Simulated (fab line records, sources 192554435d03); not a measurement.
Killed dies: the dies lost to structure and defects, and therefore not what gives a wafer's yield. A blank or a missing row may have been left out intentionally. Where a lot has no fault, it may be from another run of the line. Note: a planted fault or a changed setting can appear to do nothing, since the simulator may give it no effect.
Comparing a struck lot with a sound one :: flow n5 finfet :: 16 out of 1938 route steps
Sound: these wafers, L823.1, L823.4, L823.5. Struck: wafers L832.3, L832.5 (left out: L832.1, a lot-mate that was not struck); the cause follows at the end.
Each step with rows lists, per side, the tool, then ch with its chambers, then its first start. Under that, the readings that differ: sound wafers :: struck wafers :: difference of the means :: sigmas: that difference in standard deviations of wafers without a fault.
alike: same words and numbers on both sides, and readings whose means sit less than 2 such deviations apart. not compared: any withheld reading, any reading some wafer has no value for, any bound like >300 that may hide the same value, and any number with overlapping values for which the record gives no deviation.
A row with sigmas, a row that says differs or no value, or rows on one side alone: a step with any of these is where the two part. Numbers that don't overlap but have no deviation are shown without sigmas and don't part them. A reading missing from all wafers of one side parts the sides only when that side holds two or more wafers.

first, 1 step without rows for these wafers: N5_BEOL_M2_DEVELOP_27 (develop time 30 s).
N5_BEOL_M2_CD_MEAS_28: target cd 26.2 nm, target cd y 24.1 nm.
  sound on cd sem-01 ch 0, day 8 11:13; struck on cd sem-03 ch 0, day 10 17:41
  alike: cd nm
N5_BEOL_M2_OVL_MEAS_29:
  sound on overlay-01 ch 0, day 8 11:14; struck on overlay-02 ch 0, day 10 17:43
  alike: V1_OVL
N5_BEOL_M2_INSPECT_30: inspects for defects (brightfield).
  sound: defect inspect-02 at day 8 11:18; struck: defect inspect-01 at day 10 17:46
  alike: raw defect count
N5_BEOL_M2_DESCUM_33: chemistry O2, time 7 s.
  sound on rie diel-03 ch 0,3, day 8 11:20; struck on rie diel-03 ch 2, day 10 17:48
reading: drypump motor current A (A)
sound: 5.6 5.6 5.5
struck: 6.6 6.6
difference: +1.0
sigmas: +2
  alike: oes product au, rf vpp V, showerhead plenum p Torr, throttle valve pct
  not compared: rf hours counter h
N5_BEOL_M2_ETCH_77: etches underlayer in N2/H2, target depth 6.5 nm, time 5.2 s.
  sound on rie diel-03 ch 0,3, day 8 11:22; struck on rie diel-03 ch 2, day 10 17:50
reading: drypump motor current A (A)
sound: 5.6 5.6 5.5
struck: 6.6 6.6
difference: +1.0
sigmas: +2
  alike: etch rf on time s, oes product au, rf vpp V, showerhead plenum p Torr, throttle valve pct
  not compared: rf hours counter h
N5_BEOL_M2_ETCH_69: etches SiARC in CF4, target depth 15.6 nm, time 26 s.
  sound on rie diel-03 ch 0,3, day 8 11:23; struck on rie diel-03 ch 2, day 10 17:51
  alike: drypump motor current A, etch rf on time s, oes product au, rf vpp V, showerhead plenum p Torr, throttle valve pct
  not compared: rf hours counter h
N5_BEOL_M2_ALD_98: deposits SiO2, target thk 2.5 nm, pulse time 1 s, co reactant pulse time 1 s.
  sound on ald sin-04 ch 1,2,3, day 8 11:51; struck on ald sin-02 ch 2, day 10 18:01
  alike: heater power w, precursor pulse height rel
then, 1 step without rows for these wafers: N5_BEOL_M2_ETCHBACK_99 (etches SiO2 in CHF3, target depth 5 nm, time 10.4 s).
N5_BEOL_M2_ETCH_70: etches SOC in N2/H2, target depth 80 nm, overetch 24 nm, time 130 s.
  sound on rie diel-01 ch 0,2,3, day 9 08:52; struck on rie diel-01 ch 1,2, day 11 02:53
  alike: drypump motor current A, oes product au, rf vpp V, showerhead plenum p Torr, throttle valve pct
  not compared: rf hours counter h
then, 2 steps without rows for these wafers: N5_BEOL_M2_STRIP_71 (strips in N2/H2); N5_BEOL_M2_STRIP_78 (strips in N2/H2).
N5_BEOL_M2_VIA_ETCH_34: etches the open film in C4F6/O2, target depth 69.4 nm, time 65.9 s.
  sound on rie diel-01 ch 0,2,3, day 9 08:59; struck on rie diel-01 ch 1,2, day 11 02:59
reading: model.etch.depth nm (nm)
sound: 69.3 71.18 67.91
struck: 37.82 38.12
difference: -31.49
sigmas: 

reading: model.SOC_of_BEOL_M2_COAT_67.thk nm (nm)
sound: 52 52 52.2
struck: 55.4 55.2
difference: +3.2
sigmas: 
  alike: drypump motor current A, oes product au, rf vpp V, showerhead plenum p Torr, throttle valve pct
  not compared: rf hours counter h
then, 1 step without rows for these wafers: N5_BEOL_M2_STRIP_83 (strips in C4F6/O2).
N5_BEOL_M4_RC_MEAS_101:
  sound on prober-02 ch 0, day 10 22:52; struck on prober-02 ch 0, day 12 07:25
  alike: DIBL_N, DIBL_P, IOFF_N, IOFF_P, ION_N, ION_P, SS_N, SS_P, VT_N, VT_P
-- the record jumps here: 5 days lie between the struck wafers' starts before and after (it left off in module BEOL_M4 and takes up again in module PASSIVATION, whose first step shown is number 1936 of the route) --
N5_PASSIVATION_PROBE_49:
  sound: prober-02 at day 15 11:41; struck: prober-02 at day 16 20:12
  alike: defect limited yield, killed_at_M0_to_M3, killed_at_M4_up, killed at contacts, killed at front end, killed at other, killed dies, killed open, killed short, sort_bin_5_function, sort_bin_6_memory, sort n pass, sort yield pct

WHERE THEY PART
Earliest at N5_BEOL_M2_DESCUM_33; latest, in this record, at N5_BEOL_M2_ETCH_77. Later steps at which nothing parts them and some readings are alike: N5_BEOL_M2_ETCH_69, N5_BEOL_M2_ALD_98, N5_BEOL_M2_ETCH_70, N5_BEOL_M2_VIA_ETCH_34, N5_BEOL_M4_RC_MEAS_101, N5_PASSIVATION_PROBE_49.

WHY: what had been put in by the simulator
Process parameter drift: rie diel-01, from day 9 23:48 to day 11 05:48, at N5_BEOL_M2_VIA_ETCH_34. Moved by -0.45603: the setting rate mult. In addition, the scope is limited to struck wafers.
